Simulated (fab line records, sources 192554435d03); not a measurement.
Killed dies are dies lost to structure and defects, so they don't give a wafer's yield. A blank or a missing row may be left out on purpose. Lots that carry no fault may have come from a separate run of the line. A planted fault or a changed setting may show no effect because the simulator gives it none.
One fault seen from 2 desks / flow n5-finfet / every desk sees just its own numbers, and what lay behind them comes last
Where a reading is given only as a bound, like >300, the bound stands for it, and a mean or a difference that rests on one is marked > or <: the true number lies beyond.

== THE DEFECT DESK ==
Inspection counts along the route, by lot: the mean over sampled wafers that carry a number. Marked OUT: a lot whose mean sits more than 4 standard deviations from the usual mean, which makes it out of limits; the brackets give that distance.
Columns: A = raw-defect-count at N5_PASSIVATION_INSPECT_67, usual 1.9; B = raw-defect-count at N5_PASSIVATION_INSPECT_57, usual 2.0
lot=L379; first seen here=day 12 03:46; A=1.7; B=2.0
lot=L387; first seen here=day 13 23:13; A=2.3; B=1.7
lot=L390; first seen here=day 14 18:35; A=2.7; B=2.0
lot=L391; first seen here=day 15 11:08; A=1.7; B=1.7
lot=L402; first seen here=day 18 09:32; A=2.0; B=>102 (>+77) OUT
lot=L401; first seen here=day 18 10:44; A=2.0; B=>101 (>+76) OUT
This desk's finding: out of limits on L401, L402; first on L402, day 18 14:10 (raw-defect-count at N5_PASSIVATION_INSPECT_57). L379, L387, L390, L391: within limits.

== METROLOGY DESK ==
What the gauges read, lot by lot, whatever tool the lot ran on: means of the sampled wafers that have a number. Marked OUT: a lot whose mean sits more than 4 standard deviations from the usual mean, which makes it out of limits; the brackets give that distance.
Columns: A = cd-nm at N5_PASSIVATION_CD_MEAS_44, usual 39999 nm; B = PASS_OPEN_OVL at N5_PASSIVATION_OVL_MEAS_66, usual 2 nm
lot=L379; first seen here=day 12 03:42; A=39998; B=3
lot=L387; first seen here=day 13 23:10; A=39999; B=6
lot=L390; first seen here=day 14 18:32; A=39997; B=10
lot=L391; first seen here=day 15 11:05; A=40000; B=12
lot=L402; first seen here=day 18 09:29; A=39998; B=13
lot=L401; first seen here=day 18 10:41; A=40000; B=2
This desk's verdict: no lot among the 6 shows anything out of limits.

== TAKEN TOGETHER ==
The defect desk could have raised an alarm at day 18 14:10, on L401, L402.
Metrology desk: nothing out of limits seen.
The metrology desk has L401, L402 on record, within its limits.
Of the lots named, all ran N5_PASSIVATION_CLEAN_71 on wet-bench-03.

== WHAT THE SIMULATOR PUT IN ==
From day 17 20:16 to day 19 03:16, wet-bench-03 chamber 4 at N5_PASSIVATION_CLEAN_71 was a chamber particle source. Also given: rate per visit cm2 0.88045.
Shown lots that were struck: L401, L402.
Hours from the fault's start to each desk's first reading out of limits: the defect desk, 18.
